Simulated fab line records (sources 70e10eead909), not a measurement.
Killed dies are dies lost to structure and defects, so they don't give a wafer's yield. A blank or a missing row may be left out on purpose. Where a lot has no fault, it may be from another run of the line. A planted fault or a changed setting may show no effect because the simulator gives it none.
Matching of chambers :: flow nand harc :: rie diel-06 running NHARC_A_BONDPAD_STRIP_15: 4 sister chambers
The step strips in O2. 33 wafers are shown with their chamber, then 12 later ones without.

== WAFERS, EACH WITH ITS CHAMBER ==
wafer: L074.4
chamber: 0
drypump motor current A (A): 5.66
throttle valve pct (%): 17.037
oes product au (a.u.): 1.008

wafer: L074.5
chamber: 1
drypump motor current A (A): 5.94
throttle valve pct (%): 17.047
oes product au (a.u.): 0.999

wafer: L074.6
chamber: 0
drypump motor current A (A): 5.64
throttle valve pct (%): 17.035
oes product au (a.u.): 1.003

wafer: L075.2
chamber: 0
drypump motor current A (A): 5.66
throttle valve pct (%): 17.054
oes product au (a.u.): 1.007

wafer: L075.4
chamber: 3
drypump motor current A (A): 5.97
throttle valve pct (%): 17.033
oes product au (a.u.): 0.994

wafer: L075.6
chamber: 0
drypump motor current A (A): 5.66
throttle valve pct (%): 17.050
oes product au (a.u.): 1.001

wafer: L077.1
chamber: 1
drypump motor current A (A): 5.93
throttle valve pct (%): 17.046
oes product au (a.u.): 0.998

wafer: L077.2
chamber: 2
drypump motor current A (A): 5.70
throttle valve pct (%): 17.027
oes product au (a.u.): 0.995

wafer: L077.5
chamber: 3
drypump motor current A (A): 5.97
throttle valve pct (%): 17.040
oes product au (a.u.): 1.002

wafer: L082.1
chamber: 0
drypump motor current A (A): 5.68
throttle valve pct (%): 17.029
oes product au (a.u.): 0.990

wafer: L082.5
chamber: 0
drypump motor current A (A): 5.66
throttle valve pct (%): 17.020
oes product au (a.u.): 0.997

wafer: L082.6
chamber: 3
drypump motor current A (A): 5.98
throttle valve pct (%): 17.045
oes product au (a.u.): 1.001

wafer: L083.1
chamber: 2
drypump motor current A (A): 5.74
throttle valve pct (%): 17.027
oes product au (a.u.): 0.995

wafer: L083.2
chamber: 3
drypump motor current A (A): 5.93
throttle valve pct (%): 17.034
oes product au (a.u.): 0.999

wafer: L083.5
chamber: 0
drypump motor current A (A): 5.67
throttle valve pct (%): 17.012
oes product au (a.u.): 0.999

wafer: L086.1
chamber: 1
drypump motor current A (A): 5.94
throttle valve pct (%): 17.037
oes product au (a.u.): 1.010

wafer: L086.2
chamber: 0
drypump motor current A (A): 5.67
throttle valve pct (%): 17.043
oes product au (a.u.): 1.007

wafer: L086.4
chamber: 2
drypump motor current A (A): 5.75
throttle valve pct (%): 17.048
oes product au (a.u.): 1.004

wafer: L087.1
chamber: 0
drypump motor current A (A): 5.69
throttle valve pct (%): 17.032
oes product au (a.u.): 1.001

wafer: L087.4
chamber: 3
drypump motor current A (A): 5.99
throttle valve pct (%): 17.048
oes product au (a.u.): 1.000

wafer: L087.5
chamber: 1
drypump motor current A (A): 5.93
throttle valve pct (%): 17.040
oes product au (a.u.): 1.002

wafer: L088.2
chamber: 3
drypump motor current A (A): 5.98
throttle valve pct (%): 17.045
oes product au (a.u.): 1.004

wafer: L088.4
chamber: 1
drypump motor current A (A): 5.92
throttle valve pct (%): 17.052
oes product au (a.u.): 1.013

wafer: L088.5
chamber: 2
drypump motor current A (A): 5.73
throttle valve pct (%): 17.022
oes product au (a.u.): 1.005

wafer: L089.1
chamber: 3
drypump motor current A (A): 5.96
throttle valve pct (%): 17.054
oes product au (a.u.): 0.990

wafer: L089.4
chamber: 1
drypump motor current A (A): 5.96
throttle valve pct (%): 17.034
oes product au (a.u.): 1.007

wafer: L089.5
chamber: 0
drypump motor current A (A): 5.65
throttle valve pct (%): 17.043
oes product au (a.u.): 0.996

wafer: L090.1
chamber: 3
drypump motor current A (A): 5.98
throttle valve pct (%): 17.039
oes product au (a.u.): 0.995

wafer: L090.3
chamber: 0
drypump motor current A (A): 5.66
throttle valve pct (%): 17.045
oes product au (a.u.): 1.001

wafer: L090.5
chamber: 3
drypump motor current A (A): 5.95
throttle valve pct (%): 17.027
oes product au (a.u.): 1.004

wafer: L091.4
chamber: 2
drypump motor current A (A): 5.68
throttle valve pct (%): 17.023
oes product au (a.u.): 0.996

wafer: L091.5
chamber: 0
drypump motor current A (A): 5.68
throttle valve pct (%): 17.053
oes product au (a.u.): 1.005

wafer: L091.6
chamber: 3
drypump motor current A (A): 5.95
throttle valve pct (%): 17.036
oes product au (a.u.): 1.005

SIGNATURES (means of the wafers above)
reading: drypump motor current A
chamber 0: 5.6650
chamber 1: 5.9367
chamber 2: 5.7200
chamber 3: 5.9660
scatter within a chamber: 0.0181

reading: throttle valve pct
chamber 0: 17.03775
chamber 1: 17.04267
chamber 2: 17.02940
chamber 3: 17.04010
scatter within a chamber: 0.0104

reading: oes product au
chamber 0: 1.00125
chamber 1: 1.00483
chamber 2: 0.99900
chamber 3: 0.99940
scatter within a chamber: 0.0053
Rule: for each reading, subtract the chamber's mean from the wafer's reading, divide by that reading's scatter and square the result; add these up over the readings and take the root, which gives the wafer's distance from the chamber. The wafer belongs to the nearest chamber; if the next one is less than 2 further off, it can't be placed. How the scatter is found: for the shown wafers, subtract from each reading the mean of its chamber, square and add these, divide the total by (wafers less chambers), then take the root.

== WAFERS MISSING THEIR CHAMBER ==
wafer: L092.2
drypump motor current A (A): 5.91
throttle valve pct (%): 17.035
oes product au (a.u.): 0.994

wafer: L092.3
drypump motor current A (A): 5.94
throttle valve pct (%): 17.036
oes product au (a.u.): 0.994

wafer: L092.6
drypump motor current A (A): 5.73
throttle valve pct (%): 17.037
oes product au (a.u.): 0.988

wafer: L094.2
drypump motor current A (A): 5.97
throttle valve pct (%): 17.029
oes product au (a.u.): 1.001

wafer: L094.3
drypump motor current A (A): 5.92
throttle valve pct (%): 17.029
oes product au (a.u.): 1.003

wafer: L094.4
drypump motor current A (A): 5.71
throttle valve pct (%): 17.046
oes product au (a.u.): 0.999

wafer: L095.1
drypump motor current A (A): 5.66
throttle valve pct (%): 17.046
oes product au (a.u.): 1.017

wafer: L095.2
drypump motor current A (A): 5.75
throttle valve pct (%): 17.051
oes product au (a.u.): 0.997

wafer: L095.3
drypump motor current A (A): 5.93
throttle valve pct (%): 17.035
oes product au (a.u.): 1.017

wafer: L093.1
drypump motor current A (A): 6.00
throttle valve pct (%): 17.040
oes product au (a.u.): 0.999

wafer: L093.3
drypump motor current A (A): 5.73
throttle valve pct (%): 17.028
oes product au (a.u.): 1.008

wafer: L093.4
drypump motor current A (A): 5.93
throttle valve pct (%): 17.041
oes product au (a.u.): 1.007

== EACH ONE'S CHAMBER ==
wafer: L092.2
from the rows above: can't be placed: 1 or 3
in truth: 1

wafer: L092.3
from the rows above: can't be placed: 3 or 1
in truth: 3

wafer: L092.6
from the rows above: 2
in truth: 2

wafer: L094.2
from the rows above: can't be placed: 3 or 1
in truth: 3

wafer: L094.3
from the rows above: can't be placed: 1 or 3
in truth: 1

wafer: L094.4
from the rows above: can't be placed: 2 or 0
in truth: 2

wafer: L095.1
from the rows above: can't be placed: 0 or 2
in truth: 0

wafer: L095.2
from the rows above: 2
in truth: 2

wafer: L095.3
from the rows above: can't be placed: 1 or 3
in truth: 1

wafer: L093.1
from the rows above: can't be placed: 3 or 1
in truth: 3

wafer: L093.3
from the rows above: 2
in truth: 2

wafer: L093.4
from the rows above: can't be placed: 1 or 3
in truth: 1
3 of 12 placed correctly. These rows do not allow placing 9 (true chamber among the candidates in 9). 0 placed wrongly.
